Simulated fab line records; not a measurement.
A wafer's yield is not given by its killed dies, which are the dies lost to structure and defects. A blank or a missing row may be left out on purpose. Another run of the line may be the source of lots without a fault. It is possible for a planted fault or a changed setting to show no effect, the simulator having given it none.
Chamber matching -- flow nand-harc -- 4 sister chambers for NHARC_A_STAIRCASE_CMP_472 on cmp-02
The step polishes SiO2. 4 wafers are shown with their chamber, then 11 later ones without.

== EACH WAFER AND ITS CHAMBER ==
wafer,chamber,motor-current-A (A)
L082.1,1,11.1
L083.1,0,11.2
L083.2,2,11.4
L086.3,3,12.7

== WAFERS WITHOUT THEIR CHAMBER ==
wafer,motor-current-A (A)
L086.4,11.3
L086.5,11.6
L085.1,10.6
L085.2,11.6
L085.5,11.6
L092.1,10.5
L092.3,10.7
L092.5,11.7
L096.2,11.5
L096.4,12.8
L096.5,12.7

== WHICH CHAMBER EACH WENT THROUGH ==
wafer,from the rows above,in truth
L086.4,can't be placed: 2 or 0 or 1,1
L086.5,can't be placed: 2 or 0 or 1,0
L085.1,can't be placed: 1 or 0 or 2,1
L085.2,can't be placed: 2 or 0 or 1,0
L085.5,can't be placed: 2 or 0 or 1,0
L092.1,can't be placed: 1 or 0 or 2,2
L092.3,can't be placed: 1 or 0 or 2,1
L092.5,can't be placed: 2 or 0 or 1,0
L096.2,can't be placed: 2 or 0 or 1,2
L096.4,3,3
L096.5,3,3
2 of 11 placed correctly. Not placeable from these rows: 9 (in 9, the candidates include the true chamber). Number placed wrongly: 0.
How it was worked out, from the rows above alone: a wafer's distance from a chamber is the root of the sum, over the readings, of the square of ((its reading less the chamber's mean) divided by the reading's scatter). If the next closest chamber is less than 2 further off than the closest, the wafer can't be placed; otherwise it belongs to the closest. For every chamber, the mean is computed from those of its wafers that are shown. The scatter (one wafer shown for each chamber): square how far every hidden wafer sits from the nearest shown wafer, average those squares and take the square root.
